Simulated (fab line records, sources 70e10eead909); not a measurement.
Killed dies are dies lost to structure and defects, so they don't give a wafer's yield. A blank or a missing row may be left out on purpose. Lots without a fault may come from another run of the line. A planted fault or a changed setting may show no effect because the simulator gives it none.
fab line records | flow nand_harc
record lots=13 wafers=39 last_day=33
route steps=1302 shown P_M2@334 P_BONDPAD@352 END@1302
lots that met no fault: from a run of the same line without faults
start_h: hours from the record's first day to the start of the lot's first wafer shown | wait_h: hours since the lot's step before | " the same as in the row above | L1.1+2: a row that stands for several wafers | - no value, or no start given | * or withheld: withheld | < > ~ a bound
route shown NAME@n: a module of which the file shows steps, and the number in the route of the first | usual: mean/standard deviation of fault-free wafers | same: alike in all rows | chamber/n: place in a boat | sites: the reading at each site | _std_site: their standard deviation | _edge_site: outer sites' mean less inner sites' | radius_mm: how far each site lies from the wafer's centre | mask NAME#n: copy n | behind: the tool/chamber that last shaped the wafer | hold: why the lot was held/for how many hours/how that ended | device: the transistor (n, p or np) that didn't switch | end of line: the same wafers' tests at the end of the route | a step without rows: its recipe alone | killed: dies lost to structure and defects at the first sort, not the wafer's yield | map: a wafer's dies, x killed, . not, _ none there
set.NAME: the setting as run; set.NAME@STEP: as run at that earlier step | model.NAME: the simulator's own value behind a step, which no gauge read
steps of the route over a sample of lots; a table a step, a row a wafer
services: from which hour (start_h, from the record's first day; less than 0 if before it) a tool's chamber was out of use, for how many hours, and why
## steps
# step NHARC_P_M2_CD_MEAS_16
# usual cd_nm=169.9/1.3
# columns lot.wafer tool chamber start_h wait_h cd_nm
L805.1 cd_sem-02 - 141.09 - 170.9
L805.4 " - " " 168.8
L805.6 " - " " 169.0
L806.2 cd_sem-01 - 146.26 - 169.8
L806.5 " - " " 170.6
L806.6 " - " " 170.4
L808.2 cd_sem-01 - 166.77 0.2 169.3
L808.4 " - " " 168.7
L808.6 " - " " 170.3
L809.3 cd_sem-03 - 177.96 - 172.0
L809.4 " - " " 169.2
L809.6 " - " " 170.6
L817.1 cd_sem-03 - 248.84 - 169.1
L817.3 " - " " 167.9
L817.4 " - " " 170.4
L818.1 cd_sem-01 - 270.22 - 171.1
L818.4 " - " " 172.4
L818.6 " - " " 169.0
L819.1 cd_sem-02 - 282.10 - 168.8
L819.2 " - " " 169.5
L819.5 " - " " 169.8
L822.1 cd_sem-02 - 307.80 - 168.3
L822.2 " - " " 167.4
L822.3 " - " " 165.8
L823.4 cd_sem-02 - 316.66 - 170.3
L823.5 " - " " 170.5
L823.6 " - " " 170.3
L826.3 cd_sem-01 - 345.88 - 168.3
L826.5 " - " " 169.0
L826.6 " - " " 169.0
L825.1 cd_sem-03 - 346.31 - 170.7
L825.3 " - " " 170.4
L825.4 " - " " 169.1
L827.2 cd_sem-01 - 348.03 - 168.4
L827.3 " - " " 168.9
L827.4 " - " " 168.4
L828.1 cd_sem-02 - 360.49 - 170.3
L828.2 " - " " 171.0
L828.5 " - " " 169.9
# step NHARC_P_M2_STRIP_18
# recipe power_w=1000 n2_flow_sccm=150 h2_flow_sccm=150 ar_flow_sccm=0 bias_w=0 chemistry=N2/H2
# usual drypump_motor_current_A=5.9/0.41 oes_product_au=0.994/0.014 rf_vpp_V=90.5/0.87 showerhead_plenum_p_Torr=2.02/0.087 throttle_valve_pct=14.172/0.009
# columns lot.wafer tool chamber start_h wait_h drypump_motor_current_A oes_product_au rf_hours_counter_h rf_vpp_V showerhead_plenum_p_Torr throttle_valve_pct
L805.1 rie_diel-07 1 141.22 0.1 6.3 1.002 0.3 90.4 1.95 14.172
L805.4 " 2 " " 5.1 1.008 0.3 91.6 2.17 14.150
L805.6 " 0 " " 5.2 0.974 - 90.0 1.92 14.176
L806.2 rie_diel-05 3 146.36 0.1 6.0 1.006 3.3 90.4 2.09 14.153
L806.5 " 2 " " 6.2 0.984 - 89.8 1.91 14.170
L806.6 " 3 " " 6.0 0.999 - 90.3 2.09 14.168
L808.2 rie_diel-05 0 166.89 0.1 5.4 0.986 6.0 90.0 2.09 14.161
L808.4 " 1 " " 6.2 0.959 5.7 92.8 2.10 14.186
L808.6 " 3 " " 6.0 0.990 - 90.4 2.09 14.181
L809.3 rie_diel-05 2 178.02 0.1 6.2 0.988 6.0 88.8 1.91 14.183
L809.4 " 3 " " 6.0 1.003 4.7 89.6 2.09 14.171
L809.6 " 2 " " 6.2 0.990 - 91.0 1.91 14.184
L817.1 rie_diel-07 2 248.94 0.1 5.0 0.983 5.7 91.8 2.16 14.154
L817.4 " 3 " " 6.5 0.995 6.7 90.3 1.96 14.183
L817.3 " 0 " " 5.3 0.985 4.2 90.3 1.92 14.152
L818.4 rie_diel-11 0 270.30 0.1 6.0 1.001 8.6 90.9 2.11 14.172
L818.1 " 3 " " 5.6 0.997 8.0 89.8 2.00 14.182
L818.6 " 1 " " 6.2 0.994 - 90.3 1.95 14.167
L819.2 rie_diel-07 2 282.17 0.1 5.1 0.986 6.8 93.6 2.16 14.167
L819.1 " 0 " " 5.2 0.995 6.0 89.1 1.92 14.164
L819.5 " 3 " " 6.5 1.010 - 89.5 1.96 14.178
L822.3 rie_diel-05 2 307.87 0.1 6.2 1.005 3.7 89.8 1.90 14.175
L822.1 " 3 " " 6.0 1.005 3.9 91.1 2.09 14.171
L822.2 " 1 " " 6.1 0.985 3.2 91.3 2.10 14.166
L823.4 rie_diel-07 2 316.78 0.1 5.1 1.012 0.7 90.6 2.16 14.186
L823.5 " 0 " " 5.2 1.026 - 89.5 1.92 14.162
L823.6 " 1 " " 6.3 0.992 - 89.3 1.95 14.165
L826.3 rie_diel-11 2 345.98 0.1 5.9 0.994 4.4 90.9 1.96 14.167
L826.5 " 1 " " 6.2 1.004 - 90.2 1.95 14.146
L826.6 " 2 " " 5.9 0.994 - 90.3 1.96 14.172
L825.1 rie_diel-05 2 346.39 0.1 6.2 1.006 5.6 89.4 1.90 14.172
L825.3 " 0 " " 5.4 0.980 5.2 91.2 2.09 14.192
L825.4 " 0 " " 5.4 0.980 - 90.3 2.09 14.170
L827.2 rie_diel-07 0 348.10 0.1 5.2 1.021 2.7 90.3 1.92 14.157
L827.4 " 1 " " 6.3 0.981 3.4 90.1 1.94 14.168
L827.3 " 2 " " 5.1 0.994 3.0 91.2 2.16 14.165
L828.2 rie_diel-05 0 360.57 0.1 5.4 0.995 5.9 91.9 2.09 14.162
L828.1 " 1 " " 6.1 1.016 5.1 90.4 2.09 14.183
L828.5 " 1 " " 6.2 1.016 - 91.5 2.10 14.171
# step NHARC_P_M2_ECD_22
# recipe target_thk_a=4000 bath_temp_c=25 material=Cu
# columns lot.wafer tool chamber start_h wait_h
L805.1+4+6 ecd_cu-02 1 142.25 -
L806.2+5+6 ecd_cu-01 0,1,0 147.38 -
L808.2+4+6 ecd_cu-02 1 167.86 -
L809.3+4+6 ecd_cu-01 1,0,1 179.17 -
L817.1+3+4 ecd_cu-01 0,0,1 249.92 -
L818.1+4+6 ecd_cu-01 1 271.30 -
L819.2+1+5 ecd_cu-02 1,0,1 283.17 -
L822.1+2+3 ecd_cu-02 0,1,0 310.07 -
L823.4+6+5 ecd_cu-02 1,1,0 317.82 -
L826.3+5+6 ecd_cu-02 0,0,1 347.06 -
L825.1+4+3 ecd_cu-01 1,0,1 347.54 -
L827.2+4+3 ecd_cu-01 1,0,1 349.15 -
L828.2+1+5 ecd_cu-02 1,0,0 361.60 -
# step NHARC_P_M2_CMP_23
# recipe t_overpolish_s=20 target_thk_nm=144.3
# usual motor_current_A=12.6/1.4 time_to_endpoint_s=29/3.8
# columns lot.wafer tool chamber start_h wait_h motor_current_A time_to_endpoint_s
L805.4 cmp-01 1 142.95 - 10.8 28
L805.1 " 3 " " 14.4 33
L805.6 " 0 " " 12.5 27
L806.2 cmp-03 1 148.08 - 14.4 39
L806.6 " 0 " " 13.5 32
L806.5 " 1 " " 14.7 36
L808.2 cmp-03 0 168.62 - 13.8 30
L808.4 " 1 " " 14.8 37
L808.6 " 0 " " 13.4 30
L809.3 cmp-03 1 179.79 - 13.9 41
L809.4 " 3 " " 10.7 31
L809.6 " 2 " " 13.2 31
L817.3 cmp-04 3 250.64 - 13.1 31
L817.4 " 1 " " 13.1 34
L817.1 " 2 " " 12.5 14
L818.1 cmp-03 2 272.04 - 12.8 11
L818.4 " 3 " " 10.8 26
L818.6 " 2 " " 13.1 12
L819.1 cmp-04 2 283.90 - 12.9 31
L819.2 " 1 " " 13.2 35
L819.5 " 3 " " 14.1 32
L822.3 cmp-03 1 310.81 - 14.0 34
L822.2 " 2 " " 12.6 25
L822.1 " 3 " " 10.5 27
L823.4 cmp-03 0 318.53 - 13.0 25
L823.6 " 1 " " 14.6 32
L823.5 " 2 " " 12.5 27
L826.3 cmp-03 1 347.77 - 14.3 33
L826.6 " 2 " " 12.9 27
L826.5 " 3 " " 11.4 26
L825.3 cmp-04 1 348.21 - 13.1 34
L825.4 " 2 " " 12.9 27
L825.1 " 3 " " 13.2 30
L827.4 cmp-04 0 349.82 - 10.1 25
L827.3 " 2 " " 12.7 29
L827.2 " 3 " " 12.4 29
L828.1 cmp-03 3 362.32 - 10.5 26
L828.2 " 1 " " 14.4 35
L828.5 " 3 " " 10.4 24
# step NHARC_P_BONDPAD_CMP_32
# recipe target_thk_nm=200 material=SiCN
# usual motor_current_A=12.3/1.3
# columns lot.wafer tool chamber start_h wait_h motor_current_A
L805.4 cmp-01 2 144.37 - 12.0
L805.1 " 1 " " 11.5
L805.6 " 2 " " 11.8
L806.2 cmp-01 0 149.54 - 11.7
L806.5 " 2 " " 12.5
L806.6 " 3 " " 14.3
L808.2 cmp-02 0 170.09 - 10.8
L808.4 " 1 " " 13.5
L808.6 " 3 " " 12.0
L809.3 cmp-02 1 181.26 - 13.2
L809.4 " 3 " " 11.7
L809.6 " 1 " " 12.7
L817.3 cmp-02 3 252.22 0.3 11.8
L817.4 " 1 " " 13.5
L817.1 " 2 " " 11.3
L818.1 cmp-02 0 273.87 - 11.2
L818.4 " 2 " " 11.0
L818.6 " 0 " " 10.5
L819.1 cmp-04 1 285.92 0.9 12.8
L819.2 " 3 " " 13.2
L819.5 " 0 " " 10.4
L822.3 cmp-01 0 312.62 - 12.1
L822.2 " 2 " " 11.9
L822.1 " 3 " " 15.3
L823.4 cmp-01 3 319.86 - 14.6
L823.6 " 3 " " 14.6
L823.5 " 0 " " 12.0
L826.3 cmp-04 2 349.29 0.3 12.8
L826.5 " 1 " " 13.1
L826.6 " 2 " " 13.4
L825.1 cmp-04 1 349.62 - 12.9
L825.3 " 2 " " 13.1
L825.4 " 3 " " 14.1
L827.2 cmp-01 0 351.44 - 12.2
L827.4 " 1 " " 11.2
L827.3 " 3 " " 14.2
L828.2 cmp-04 2 363.84 - 13.0
L828.1 " 0 " " 10.2
L828.5 " 3 " " 13.8
# step NHARC_END_SORT_01
# recipe temp_c=25
# usual defect_limited_yield=90/3.4 killed_at_array=61/24 killed_at_other=1.2/1.3 killed_at_periphery=3.7/2.6 killed_dies=66/23 killed_open=3.3/1.8 killed_short=2.4/1.6
# same gross_dies=677
# columns lot.wafer tool chamber start_h wait_h defect_limited_yield[%] killed_at_array killed_at_other killed_at_periphery killed_dies killed_open killed_short
L808.2 prober-02 0 601.91 2.8 87 83 2 1 86 4 5
L808.4 prober-02 0 603.53 3.4 88 82 1 0 83 1 1
L808.6 prober-02 0 605.14 4.0 87 84 1 3 88 1 1
L809.3 prober-01 0 602.71 3.1 87 81 2 4 87 4 3
L809.4 prober-01 0 603.50 3.4 86 91 3 1 95 2 3
L809.6 prober-01 0 605.09 4.0 86 90 2 3 95 2 2
L822.1 prober-01 0 761.47 2.5 92 48 1 4 53 5 1
L822.2 prober-01 0 762.27 2.8 91 56 0 3 59 4 5
L822.3 prober-01 0 763.07 3.1 90 61 0 5 66 4 1
L825.1 prober-02 0 772.39 2.5 87 88 0 3 91 3 1
L825.3 prober-02 0 773.98 3.1 88 80 2 2 84 4 0
L825.4 prober-02 0 774.78 3.4 87 83 2 3 88 1 2
L828.1 prober-02 0 788.04 2.5 95 23 3 5 31 2 2
L828.2 prober-02 0 788.84 2.8 96 23 2 2 27 7 0
L828.5 prober-02 0 791.25 3.7 95 25 3 3 31 2 3
# killed by level:class
L808.2 A_CHANNEL_HOLE_D1:chamber_film_flake=27 A_SLIT:chamber_film_flake=26 A_CHANNEL_HOLE_D2:chamber_film_flake=7 A_CONTACT:chamber_film_flake=7 A_STAIRCASE:chamber_film_flake=4 A_CHANNEL_FILL_D2:geometric_particle:short=2 A_CHANNEL_FILL_D2:chamber_film_flake=2 THIN_TSV:chamber_film_flake=2
L809.3 A_CHANNEL_HOLE_D1:chamber_film_flake=32 A_CHANNEL_HOLE_D2:chamber_film_flake=31 A_STAIRCASE:chamber_film_flake=3 A_BLC:geometric_particle:open=2 P_STI:chamber_film_flake=2 A_SLIT:chamber_film_flake=2 A_CONTACT:chamber_film_flake=2 A_M1:chamber_film_flake=2
L809.4 A_CHANNEL_HOLE_D2:chamber_film_flake=35 A_CHANNEL_HOLE_D1:chamber_film_flake=35 A_CONTACT:chamber_film_flake=5 A_DECK1_JOINT:chamber_film_flake=3 A_STAIRCASE:chamber_film_flake=3 THIN_TSV:chamber_film_flake=3 A_DECK1_JOINT:geometric_particle:open=1 A_ONON_D2:geometric_particle:short=1
L808.4 A_CHANNEL_HOLE_D1:chamber_film_flake=37 A_SLIT:chamber_film_flake=24 A_CHANNEL_HOLE_D2:chamber_film_flake=6 A_CONTACT:chamber_film_flake=5 A_STAIRCASE:chamber_film_flake=4 A_DECK1_JOINT:chamber_film_flake=2 A_ONON_D2:geometric_particle:short=1 A_M1:geometric_particle:open=1
L809.6 A_CHANNEL_HOLE_D1:chamber_film_flake=39 A_CHANNEL_HOLE_D2:chamber_film_flake=37 A_CONTACT:chamber_film_flake=5 A_STAIRCASE:chamber_film_flake=4 A_M1:chamber_film_flake=2 THIN_TSV:chamber_film_flake=2 P_CONTACT:geometric_particle:short=1 P_M1:geometric_particle:open=1
L808.6 A_CHANNEL_HOLE_D1:chamber_film_flake=36 A_SLIT:chamber_film_flake=24 A_CHANNEL_HOLE_D2:chamber_film_flake=8 A_CONTACT:chamber_film_flake=8 A_ZERO_WELL:chamber_film_flake=3 P_M1:chamber_film_flake=2 A_CHANNEL_FILL_D1:geometric_particle:short=1 A_CHANNEL_FILL_D1:geometric_particle:open=1
L822.1 A_SLIT:chamber_film_flake=25 A_CHANNEL_HOLE_D1:chamber_film_flake=11 A_CHANNEL_HOLE_D2:geometric_particle:open=2 P_STI:chamber_film_flake=2 A_DECK1_JOINT:chamber_film_flake=2 A_CONTACT:chamber_film_flake=2 A_ONON_D1:geometric_particle:open=1 A_CONTACT:geometric_particle:open=1
L822.2 A_SLIT:chamber_film_flake=28 A_CHANNEL_HOLE_D1:chamber_film_flake=14 A_CONTACT:chamber_film_flake=4 A_DECK1_JOINT:geometric_particle:short=2 A_ONON_D1:geometric_particle:short=1 A_CHANNEL_HOLE_D2:geometric_particle:short=1 A_CHANNEL_HOLE_D2:geometric_particle:open=1 A_CHANNEL_FILL_D2:geometric_particle:open=1
L822.3 A_SLIT:chamber_film_flake=41 A_CHANNEL_HOLE_D1:chamber_film_flake=15 P_M2:chamber_film_flake=2 P_GATE:geometric_particle:open=1 P_M0:geometric_particle:open=1 A_ONON_D1:geometric_particle:open=1 A_DECK1_JOINT:geometric_particle:short=1 A_WL_FILL:geometric_particle:open=1
L825.1 A_SLIT:chamber_film_flake=26 A_CHANNEL_HOLE_D2:chamber_film_flake=23 A_CHANNEL_HOLE_D1:chamber_film_flake=18 A_STAIRCASE:chamber_film_flake=8 A_CONTACT:chamber_film_flake=6 A_ZERO_WELL:chamber_film_flake=3 P_CONTACT:geometric_particle:open=1 P_M0:geometric_particle:open=1
L825.3 A_SLIT:chamber_film_flake=29 A_CHANNEL_HOLE_D2:chamber_film_flake=26 A_CHANNEL_HOLE_D1:chamber_film_flake=12 A_CONTACT:chamber_film_flake=7 A_STAIRCASE:chamber_film_flake=3 A_WL_FILL:geometric_particle:open=2 P_M2:geometric_particle:open=1 A_CHANNEL_FILL_D1:geometric_particle:open=1
L825.4 A_CHANNEL_HOLE_D2:chamber_film_flake=33 A_SLIT:chamber_film_flake=27 A_CHANNEL_HOLE_D1:chamber_film_flake=11 A_STAIRCASE:chamber_film_flake=5 A_CONTACT:chamber_film_flake=4 P_GATE:chamber_film_flake=2 THIN_TSV:chamber_film_flake=2 P_M0:geometric_particle:short=1
L828.1 A_SLIT:chamber_film_flake=5 A_CONTACT:chamber_film_flake=5 A_STAIRCASE:chamber_film_flake=4 A_CHANNEL_FILL_D2:chamber_film_flake=3 THIN_TSV:chamber_film_flake=3 P_GATE:chamber_film_flake=2 P_M1:geometric_particle:open=1 A_WL_FILL:geometric_particle:short=1
L828.2 A_SLIT:chamber_film_flake=10 A_CONTACT:chamber_film_flake=3 A_M0:geometric_particle:open=2 THIN_TSV:chamber_film_flake=2 P_STI:geometric_particle:open=1 P_M0:geometric_particle:open=1 A_CHANNEL_FILL_D1:geometric_particle:open=1 A_DECK1_JOINT:geometric_particle:open=1
L828.5 A_SLIT:chamber_film_flake=7 A_DECK1_JOINT:chamber_film_flake=3 A_DECK1_JOINT:geometric_particle:short=2 P_GATE:chamber_film_flake=2 A_CHANNEL_HOLE_D1:chamber_film_flake=2 A_CHANNEL_FILL_D2:chamber_film_flake=2 A_STAIRCASE:chamber_film_flake=2 A_CONTACT:chamber_film_flake=2
## services
# columns tool chamber start_h hours kind
ecd_cu-01 - 128.49 0.2 repair
cmp-04 - 133.47 0.5 repair
ecd_cu-02 - 135.96 3.6 repair
cmp-01 - 138.83 3.7 repair
rie_diel-05 - 149.66 0.5 repair
rie_diel-05 3 153.49 5.2 repair
ecd_cu-01 - 160.17 8.0 pm
cmp-03 - 162.14 4.0 pm
cmp-01 - 168.25 0.5 repair
cmp-01 - 169.58 1.6 repair
cmp-04 - 169.75 0.4 repair
cmp-04 - 172.97 1.2 repair
cmp-01 - 177.18 1.2 repair
rie_diel-05 - 180.08 0.2 repair
cmp-04 - 187.37 1.6 repair
cmp-04 - 211.45 4.0 pm
cmp-03 - 235.87 3.0 repair
ecd_cu-02 - 244.23 8.0 pm
cmp-03 - 260.14 4.0 pm
cmp-04 - 302.63 1.3 repair
cmp-04 - 309.45 4.0 pm
cmp-04 - 327.90 0.9 repair
cmp-03 - 358.14 4.0 pm
cmp-04 - 358.48 1.4 repair
## key
first_sign step=NHARC_P_M2_CMP_23 reading=time_to_endpoint_s direction=down sigmas=4.3 usual=* struck=*
effect none on later readings
met_at NHARC_P_M2_ECD_22
struck_lots L817,L818
struck_wafers L817.1,L818.1,L818.6
not_acting_at NHARC_P_M2_CD_MEAS_16,NHARC_P_M2_STRIP_18,NHARC_P_BONDPAD_CMP_32
onset_between 179.17 249.92
fault kind=process_parameter_drift tool=ecd_cu-01 chamber=- onset_h=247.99 steps=NHARC_P_M2_ECD_22 channel=target_thk_a offset=* shape=step end_h=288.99 scope=struck_wafers_only acts_in=* stated=*
